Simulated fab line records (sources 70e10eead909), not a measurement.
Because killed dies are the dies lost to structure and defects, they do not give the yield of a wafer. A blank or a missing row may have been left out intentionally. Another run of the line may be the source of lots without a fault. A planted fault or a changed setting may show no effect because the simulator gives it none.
Matching of chambers -- flow nand harc -- NHARC_P_CONTACT_DEP_30 on pecvd-04: 3 sister chambers
The step deposits SiNx, target thk 30 nm. 6 wafers are shown with their chamber, then 7 later ones without.

## WAFERS PAIRED WITH THEIR CHAMBERS
wafer,chamber,heater power w (W)
L079.2,0,751
L079.4,1,857
L084.4,1,893
L084.6,2,711
L083.1,2,709
L083.3,0,750

## WAFERS WITH NO CHAMBER GIVEN
wafer,heater power w (W)
L083.6,696
L085.1,611
L085.2,813
L085.4,624
L096.2,797
L096.5,808
L096.6,720

## WHICH CHAMBER EACH WENT THROUGH
wafer,from the rows above,in truth
L083.6,2,2
L085.1,2,2
L085.2,can't be placed: 1 or 0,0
L085.4,2,2
L096.2,0,0
L096.5,can't be placed: 0 or 1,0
L096.6,can't be placed: 2 or 0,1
Correctly placed: 4 of 7. These rows do not allow placing 3 (true chamber among the candidates in 2). Wrongly placed: 0.
How it was worked out, from the rows above alone: a wafer's distance from a chamber is the root of the sum, over the readings, of the square of ((its reading less the chamber's mean) divided by the reading's scatter). The wafer belongs to the nearest chamber; if the next one is less than 2 further off, it can't be placed. For every chamber, the mean is computed from those of its wafers that are shown. The scatter: the root of (the sum of the squares of (reading less its chamber's mean) over the shown wafers, divided by (wafers less chambers)).
